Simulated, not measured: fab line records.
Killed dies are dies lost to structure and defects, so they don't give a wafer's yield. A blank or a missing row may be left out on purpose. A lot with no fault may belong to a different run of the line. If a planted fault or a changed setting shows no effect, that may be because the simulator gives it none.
fab line records	flow nandHarc
[record] lots = 12	wafers = 36	lastDay = 33
route steps=1302 shown A_WL_FILL@967 A_CONTACT@983 END@1302
lots with no fault: from the same line, run without faults
startH: the number of hours between the record's first day and the start of the first shown wafer of the lot	waitH: how many hours have passed since the lot's step before this one	" same as the row above	L1.1+2: a row that stands for several wafers	- either no value or no given start	* or withheld: withheld	< > ~ a bound
route shown NAME@n: a module of which the file shows steps, and the number in the route of the first	usual: average and standard deviation across the fault-free wafers	same: alike in all rows	chamber/n: place in a boat	sites: per-site readings	_std_site: the standard deviation of these	_edge_site: mean of outer sites minus mean of inner sites	radiusMm: for every site, how far away it sits from the centre of the wafer	mask NAME#n: copy n	behind: the most recent tool/chamber to have shaped the wafer	hold: why the lot went on hold/how many hours it stayed there/how the hold came to an end	device: names the non-switching transistor (n, p or np)	end of line: the tests these same wafers got at the end of their route	where a step has no rows: the recipe by itself	killed: dies lost to structure and defects at the first sort, not the wafer's yield	map: dies across one wafer; x = killed, . = not, _ = none there
set.NAME: the setting that was run; set.NAME@STEP: the one run at that earlier step	model.NAME: the simulator's own value behind a step, which no gauge read
a sample of lots followed through the steps of the route, with each step as a table and each wafer as a row
services: the hour from which a tool's chamber was out of use, counted from the record's first day as startH (under 0 if before that day), plus the number of hours and why
[[steps]]
[step NHARC_A_WL_FILL_STRIP_29]
[recipe] timeS = 20	o2FlowSccm = 500	arFlowSccm = 0	biasW = 0	chemistry = O2
[usual] drypumpMotorCurrentA = 5.7/0.37	oesProductAu = 1.003/0.014	rfVppV = 57.8/0.84	showerheadPlenumPTorr = 3.56/0.14	throttleValvePct = 17.038/0.0085
[same] timeS = 20
lot.wafer	tool	chamber	startH	waitH	drypumpMotorCurrentA	oesProductAu	rfHoursCounterH	rfVppV	showerheadPlenumPTorr	throttleValvePct
L619.2	rieDiel-08	2	483.94	0.1	5.3	0.999	2.0	58.2	3.74	17.039
L619.1	"	0	"	"	5.8	1.008	2.4	56.3	3.53	17.033
L619.5	"	3	"	"	5.5	1.004	-	58.8	3.35	17.035
L622.2	rieDiel-03	1	520.94	0.1	5.1	0.984	2.0	58.5	3.73	17.039
L622.4	"	2	"	"	5.1	1.001	1.6	56.1	3.43	17.033
L622.5	"	1	"	"	5.1	0.995	-	57.1	3.73	17.031
L629.4	rieDiel-03	1	589.49	0.1	5.1	0.989	5.6	58.0	3.72	17.041
L629.1	"	3	"	"	5.9	0.987	5.7	58.1	3.46	17.052
L629.6	"	0	"	"	6.2	0.981	-	57.4	3.61	17.028
L630.1	rieDiel-05	3	594.47	0.1	6.1	1.003	0.0	59.2	3.77	17.031
L630.2	"	0	"	"	5.6	1.015	0.0	58.0	3.37	17.042
L630.6	"	0	"	"	5.6	1.007	-	57.1	3.37	17.044
L632.2	rieDiel-03	3	605.70	0.1	5.9	0.984	6.5	57.4	3.46	17.032
L632.1	"	0	"	"	6.1	0.993	7.1	57.8	3.60	17.040
L632.4	"	1	"	"	5.1	0.998	6.6	58.0	3.72	17.028
L631.3	rieDiel-05	3	605.70	0.1	6.1	1.014	0.5	57.5	3.77	17.035
L631.4	"	0	"	"	5.6	1.024	0.4	57.3	3.37	17.039
L631.1	"	1	"	"	6.0	1.005	0.4	57.2	3.51	17.045
L635.1	rieDiel-05	0	625.86	0.1	5.6	1.013	1.4	56.9	3.37	17.033
L635.4	"	1	"	"	6.0	1.007	-	57.0	3.51	17.040
L635.6	"	2	"	"	6.1	1.011	-	56.5	3.48	17.017
L637.1	rieDiel-08	1	656.20	0.1	5.7	0.976	2.5	57.2	3.62	17.043
L637.4	"	2	"	"	5.3	0.983	2.2	57.2	3.74	17.035
L637.5	"	1	"	"	5.7	0.978	-	57.5	3.62	17.045
L638.3	rieDiel-03	1	664.89	0.1	5.1	1.018	1.4	59.1	3.72	17.042
L638.1	"	3	"	"	5.9	1.008	0.9	58.6	3.46	17.027
L638.5	"	2	"	"	5.1	1.006	-	57.7	3.42	17.036
L640.1	rieDiel-05	2	682.68	0.1	6.0	1.027	3.0	58.0	3.48	17.038
L640.4	"	1	"	"	6.0	1.017	2.7	60.2	3.51	17.049
L640.5	"	3	"	"	6.0	1.019	-	58.6	3.77	17.018
L639.2	rieDiel-03	2	682.72	0.1	5.1	0.995	2.5	58.6	3.42	17.039
L639.4	"	0	"	"	6.2	1.008	-	57.9	3.60	17.035
L639.5	"	1	"	"	5.1	1.012	-	58.3	3.72	17.033
L641.3	rieDiel-05	2	700.90	0.1	6.1	1.024	3.2	57.2	3.48	17.034
L641.2	"	0	"	"	5.6	1.019	2.9	57.4	3.37	17.031
L641.6	"	3	"	"	6.1	1.017	-	57.6	3.77	17.044
[step NHARC_A_WL_FILL_ALD_19]
[recipe] targetThkA = 20	pulseTimeS = 3	aldCycles = 100	tempC = 450	material = TiN
[usual] heaterPowerW = 1085/74	precursorPulseHeightRel = 0.999/0.02
lot.wafer	tool	chamber	startH	waitH	heaterPowerW	precursorPulseHeightRel	sinceWetCleanH
L619.1	aldMetal-01	3	489.56	0.1	1049	1.018	132
L619.2	"	0	"	"	1052	0.999	132
L619.5	"	1	"	"	1153	0.963	-
L622.4	aldMetal-03	2	526.53	0.1	1125	1.004	127
L622.2	"	0	"	"	1072	1.023	127
L622.5	"	3	"	"	1245	1.004	-
L629.4	aldMetal-03	2	595.42	0.1	1094	0.967	17
L629.1	"	3	"	"	1231	1.004	17
L629.6	"	2	"	"	1092	0.991	-
L630.2	aldMetal-03	3	600.03	0.1	1235	1.045	22
L630.1	"	1	"	"	1043	1.001	22
L630.6	"	0	"	"	1108	0.998	-
L631.3	aldMetal-04	1	611.19	0.1	1095	1.020	127
L631.4	"	3	"	"	1043	1.011	127
L631.1	"	0	"	"	1041	1.008	127
L632.4	aldMetal-03	2	611.20	0.1	1136	0.978	33
L632.1	"	0	"	"	1112	1.047	33
L632.2	"	1	"	"	1022	1.051	33
L635.1	aldMetal-01	3	629.54	0.1	1096	0.950	94
L635.4	"	0	"	"	1022	0.996	94
L635.6	"	1	"	"	1138	0.988	-
L637.1	aldMetal-03	0	661.76	0.1	1096	0.993	84
L637.4	"	1	"	"	1007	0.992	84
L637.5	"	0	"	"	1104	1.029	-
L638.1	aldMetal-01	0	670.39	0.1	1034	0.996	134
L638.3	"	2	"	"	1123	0.959	134
L638.5	"	0	"	"	1034	1.003	-
L639.2	aldMetal-03	3	688.16	0.1	1258	1.049	110
L639.4	"	3	"	"	1258	0.995	-
L639.5	"	0	"	"	1088	0.979	-
L640.1	aldMetal-04	1	688.18	0.1	1000	0.997	26
L640.4	"	2	"	"	990	0.998	26
L640.5	"	0	"	"	1003	1.011	-
L641.3	aldMetal-03	0	706.47	0.1	1069	1.016	129
L641.2	"	2	"	"	1106	0.989	129
L641.6	"	2	"	"	1094	0.970	-
[step NHARC_A_WL_FILL_CVD_20]
[recipe] targetThkA = 1000	tempC = 400	pressureTorr = 40	wf6FlowSccm = 40	h2FlowSccm = 1600	arFlowSccm = 1560	timeS = 74	material = W
[usual] heaterPowerW = 857/61	throttleValvePct = 8.14/0.22
[same] timeS = 74
lot.wafer	tool	chamber	startH	waitH	heaterPowerW	sinceWetCleanH	throttleValvePct
L619.2	cvdW-01	0	-	-	905	111	8.40
L619.1	"	1	"	"	876	111	8.21
L619.5	"	0	"	"	908	-	8.59
L622.2	cvdW-01	1	-	-	879	148	8.48
L622.4	"	1	"	"	854	-	8.54
L622.5	"	0	"	"	923	-	8.03
L629.1	cvdW-02	0	-	-	950	133	8.19
L629.4	"	0	"	"	946	-	7.97
L629.6	"	1	"	"	763	-	8.23
L630.1	cvdW-01	0	-	-	859	40	8.22
L630.2	"	1	"	"	842	40	8.17
L630.6	"	1	"	"	865	-	7.99
L631.1	cvdW-01	1	-	-	872	51	8.19
L631.3	"	1	"	"	853	-	8.20
L631.4	"	0	"	"	861	-	8.20
L632.2	cvdW-01	0	-	-	840	52	8.46
L632.1	"	1	"	"	884	52	7.92
L632.4	"	0	"	"	844	-	8.47
L635.1	cvdW-02	0	-	-	905	167	7.85
L635.4	"	0	"	"	916	-	7.81
L635.6	"	1	"	"	741	-	8.19
L637.1	cvdW-01	0	-	-	878	102	8.47
L637.4	"	0	"	"	891	-	8.20
L637.5	"	0	"	"	853	-	8.42
L638.1	cvdW-02	1	-	-	751	27	7.96
L638.3	"	0	"	"	902	-	7.77
L638.5	"	0	"	"	875	-	7.79
L640.1	cvdW-01	1	-	-	866	128	8.38
L640.4	"	0	"	"	860	-	8.36
L640.5	"	1	"	"	898	-	8.31
L639.2	cvdW-02	0	-	-	884	44	8.09
L639.4	"	0	"	"	895	-	7.84
L639.5	"	1	"	"	742	-	7.96
L641.2	cvdW-01	0	-	-	869	147	8.39
L641.3	"	0	"	"	831	-	8.40
L641.6	"	1	"	"	886	-	8.27
[step NHARC_A_CONTACT_DEP_24]
[recipe] targetThkA = 5000	tempC = 400	pressureTorr = 6.5	rfW = 900	teosFlowSccm = 161.4	flowSccm = 2650	targetThkNm = 500	gas = O2	material = SiO2
[usual] chamberPressureTorr = 6.499/0.015	flowSccm = 2651/8.8	heaterPowerW = 544/120	mfcPrecursorSccm = 161.4/0.46	rfFwdPowerW = 898.8/3	throttleValvePct = 16.0/0.41
lot.wafer	tool	chamber	startH	waitH	chamberPressureTorr	flowSccm	heaterPowerW	mfcPrecursorSccm	rfFwdPowerW	sinceWetCleanH	throttleValvePct
L619.1	pecvd-04	1	490.46	0.1	6.481	2644	309	162.5	902.3	27	16.7
L619.2	"	2	"	"	6.494	2660	495	161.5	896.9	27	15.7
L619.5	"	1	"	"	6.491	2649	348	161.9	904.3	-	16.1
L622.2	pecvd-01	1	527.51	0.1	6.468	2662	568	161.9	898.3	23	15.3
L622.5	"	0	"	"	6.517	2643	483	161.5	905.7	-	15.7
L622.4	"	1	"	"	6.498	2654	629	161.6	893.8	-	15.1
L629.1	pecvd-01	1	596.44	0.2	-	-	-	-	-	-	-
L629.4	"	1	"	"	-	-	-	-	-	-	-
L629.6	"	2	"	"	-	-	-	-	-	-	-
L630.1	pecvd-01	1	600.97	0.1	-	-	-	-	-	-	-
L630.2	"	2	"	"	-	-	-	-	-	-	-
L630.6	"	2	"	"	-	-	-	-	-	-	-
L631.3	pecvd-02	1	612.10	0.1	-	-	-	-	-	-	-
L631.1	"	2	"	"	-	-	-	-	-	-	-
L631.4	"	1	"	"	-	-	-	-	-	-	-
L632.1	pecvd-04	1	612.24	0.1	6.499	2640	398	160.7	895.4	149	16.6
L632.2	"	2	"	"	6.481	2639	470	161.3	896.1	149	16.1
L632.4	"	0	"	"	6.497	2638	580	160.9	896.7	-	15.7
L635.1	pecvd-01	2	630.54	0.2	6.489	2656	514	161.1	904.2	126	15.9
L635.4	"	0	"	"	6.520	2649	488	161.6	896.2	-	16.0
L635.6	"	1	"	"	6.480	2645	686	161.9	904.4	-	15.8
L637.1	pecvd-02	2	662.70	0.1	6.503	2668	733	161.0	900.3	60	16.8
L637.4	"	2	"	"	6.493	2661	565	160.9	901.2	-	16.5
L637.5	"	0	"	"	6.525	2656	594	160.8	894.5	-	15.3
L638.1	pecvd-01	1	671.29	0.1	6.484	2628	620	162.0	903.2	166	15.4
L638.3	"	0	"	"	6.515	2646	529	160.8	901.2	166	16.0
L638.5	"	0	"	"	6.498	2647	389	160.8	899.2	-	15.8
L640.1	pecvd-01	0	689.07	0.1	6.495	2644	417	162.1	903.8	3	15.7
L640.4	"	1	"	"	6.498	2634	586	161.0	894.9	-	16.0
L640.5	"	2	"	"	6.499	2645	430	160.9	894.0	-	15.6
L639.2	pecvd-02	1	689.18	0.1	6.517	2653	782	161.7	894.0	87	15.8
L639.4	"	1	"	"	6.518	2638	807	162.1	891.8	-	16.1
L639.5	"	2	"	"	6.464	2643	736	161.5	900.5	-	16.9
L641.2	pecvd-04	0	707.42	0.1	6.512	2645	518	161.3	900.7	63	15.9
L641.3	"	1	"	"	6.498	2638	417	161.7	896.8	63	16.3
L641.6	"	0	"	"	6.532	2651	549	161.2	895.9	-	16.2
[step NHARC_END_SORT_01]
[recipe] tempC = 25
[usual] killedAtArray = 52/18	killedAtOther = 1.0/1.4	killedAtPeriphery = 3.1/2.3	killedDies = 56/17	killedOpen = 3.0/1.7	killedShort = 2.5/1.7
[same] grossDies = 677
lot.wafer	tool	chamber	startH	waitH	killedAtArray	killedAtOther	killedAtPeriphery	killedDies	killedOpen	killedShort
L629.1	prober-02	0	676.93	2.5	670	6	1	677	3	0
L629.4	prober-02	0	679.35	3.4	673	3	1	677	2	4
L629.6	prober-02	0	680.96	4.0	668	5	4	677	3	5
L630.1	prober-02	0	684.76	2.5	672	2	3	677	2	3
L630.2	prober-02	0	685.56	2.8	674	1	2	677	5	8
L630.6	prober-02	0	688.75	4.0	675	1	1	677	3	2
L631.1	prober-01	0	691.42	2.5	673	0	4	677	5	3
L631.3	prober-01	0	693.01	3.1	669	0	8	677	3	4
L631.4	prober-01	0	693.81	3.4	674	0	3	677	5	3
// killed by level:class
L629.1 A_CONTACT:areaDep=642 A_CHANNEL_HOLE_D1:chamberFilmFlake=8 A_CONTACT:chamberFilmFlake=6 THIN_TSV:chamberFilmFlake=6 A_CHANNEL_FILL_D2:chamberFilmFlake=3 A_STAIRCASE:chamberFilmFlake=3 A_M0:geometricParticle:open=2 A_SLIT:chamberFilmFlake=2
L629.4 A_CONTACT:areaDep=646 A_CHANNEL_HOLE_D1:chamberFilmFlake=8 THIN_TSV:chamberFilmFlake=3 A_CHANNEL_FILL_D2:geometricParticle:short=2 A_CHANNEL_HOLE_D2:chamberFilmFlake=2 A_STAIRCASE:chamberFilmFlake=2 A_SLIT:chamberFilmFlake=2 A_CONTACT:chamberFilmFlake=2
L629.6 A_CONTACT:areaDep=649 A_CHANNEL_HOLE_D1:chamberFilmFlake=5 THIN_TSV:chamberFilmFlake=5 A_SLIT:chamberFilmFlake=2 A_WL_FILL:chamberFilmFlake=2 A_CONTACT:chamberFilmFlake=2 P_GATE:geometricParticle:open=1 A_CHANNEL_HOLE_D1:geometricParticle:short=1
L630.1 A_CONTACT:areaDep=633 A_CHANNEL_HOLE_D2:chamberFilmFlake=17 A_CONTACT:chamberFilmFlake=5 A_CHANNEL_HOLE_D1:chamberFilmFlake=4 A_SLIT:chamberFilmFlake=3 A_CHANNEL_FILL_D2:chamberFilmFlake=2 A_STAIRCASE:chamberFilmFlake=2 A_WL_FILL:chamberFilmFlake=2
L630.2 A_CONTACT:areaDep=630 A_CHANNEL_HOLE_D2:chamberFilmFlake=10 A_WL_FILL:chamberFilmFlake=8 A_CONTACT:chamberFilmFlake=5 A_CHANNEL_FILL_D1:geometricParticle:short=3 A_CHANNEL_FILL_D2:geometricParticle:short=3 A_CHANNEL_HOLE_D1:chamberFilmFlake=3 A_SLIT:chamberFilmFlake=3
L630.6 A_CONTACT:areaDep=638 A_CHANNEL_HOLE_D2:chamberFilmFlake=13 A_WL_FILL:chamberFilmFlake=7 A_CONTACT:chamberFilmFlake=4 A_ZERO_WELL:chamberFilmFlake=2 A_CHANNEL_HOLE_D1:chamberFilmFlake=2 A_STAIRCASE:chamberFilmFlake=2 A_SLIT:chamberFilmFlake=2
L631.1 A_CONTACT:areaDep=615 A_SLIT:chamberFilmFlake=33 A_CHANNEL_HOLE_D1:chamberFilmFlake=10 A_M1:chamberFilmFlake=3 A_STAIRCASE:chamberFilmFlake=3 A_CHANNEL_FILL_D1:geometricParticle:short=2 P_CONTACT:geometricParticle:open=1 P_M1:geometricParticle:open=1
L631.3 A_CONTACT:areaDep=615 A_SLIT:chamberFilmFlake=33 A_CHANNEL_HOLE_D1:chamberFilmFlake=6 A_M1:chamberFilmFlake=4 A_CONTACT:chamberFilmFlake=3 P_CONTACT:geometricParticle:short=2 P_ZERO_WELL:chamberFilmFlake=2 P_GATE:chamberFilmFlake=2
L631.4 A_CONTACT:areaDep=628 A_SLIT:chamberFilmFlake=28 A_CHANNEL_HOLE_D1:chamberFilmFlake=4 A_M1:chamberFilmFlake=3 A_CHANNEL_FILL_D1:geometricParticle:open=2 P_ZERO_WELL:chamberFilmFlake=2 A_ZERO_WELL:chamberFilmFlake=2 P_CONTACT:geometricParticle:short=1
[[services]]
tool	chamber	startH	hours	kind
rieDiel-03	-	465.17	9.0	pm
aldMetal-01	3	471.35	2.6	repair
rieDiel-03	2	481.96	8.5	repair
cvdW-02	-	491.93	0.8	repair
pecvd-01	-	492.00	13.0	pm
rieDiel-05	-	503.81	0.2	repair
aldMetal-01	-	526.00	10.0	pm
cvdW-01	-	547.03	13.0	pm
aldMetal-03	-	568.00	10.0	pm
pecvd-04	-	575.74	1.2	repair
rieDiel-05	-	583.63	9.0	pm
rieDiel-05	3	624.97	2.9	repair
cvdW-02	-	631.00	13.0	pm
rieDiel-03	-	642.17	9.0	pm
aldMetal-03	-	649.57	6.2	repair
cvdW-01	-	651.57	0.7	repair
cvdW-02	-	652.82	1.0	repair
pecvd-01	-	673.00	13.0	pm
rieDiel-03	3	681.79	4.7	repair
aldMetal-03	1	683.43	26.2	repair
aldMetal-03	2	689.10	3.7	repair
rieDiel-03	3	702.16	4.3	repair
pecvd-01	0	706.46	5.2	repair
rieDiel-03	3	706.83	17.3	repair
[[key]]
[firstSign] step = NHARC_A_CONTACT_DEP_24	reading = toolRecord	direction = missing
[effect] step = NHARC_END_SORT_01	reading = killedDies	direction = up	sigmas = 36	usual = 56	struck = 677
[moreKillsBornAt] NHARC_A_CONTACT_DEP_24@pecvd-01 = 3838	NHARC_A_CONTACT_DEP_24@pecvd-02 = 1858
metAt NHARC_A_CONTACT_DEP_24
struckLots L629,L630,L631
laterRowsLeftOut L629.1,L629.4,L629.6,L630.1,L630.2,L630.6,L631.1,L631.3,L631.4
testerLeftOut L629,L630,L631
notActingAt NHARC_A_WL_FILL_STRIP_29,NHARC_A_WL_FILL_ALD_19,NHARC_A_WL_FILL_CVD_20
onsetBetween 527.51 596.44
[fault] kind = skippedStepWhole	tool = pecvd-01,pecvd-02	chamber = -	onsetH = 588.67	steps = NHARC_A_CONTACT_DEP_24	scope = struckLotsOnly
// testerLeftOut: of these lots the tester's yield and bins aren't shown, on N5 and GAA mostly nor the transistor test; their killed dies are dies lost to structure and defects alone, not to doping, threshold or leakage, so they don't give the yield
// laterRowsLeftOut: the simulator's readings of these wafers behind a module that went badly wrong aren't trusted and aren't shown, but for the sort
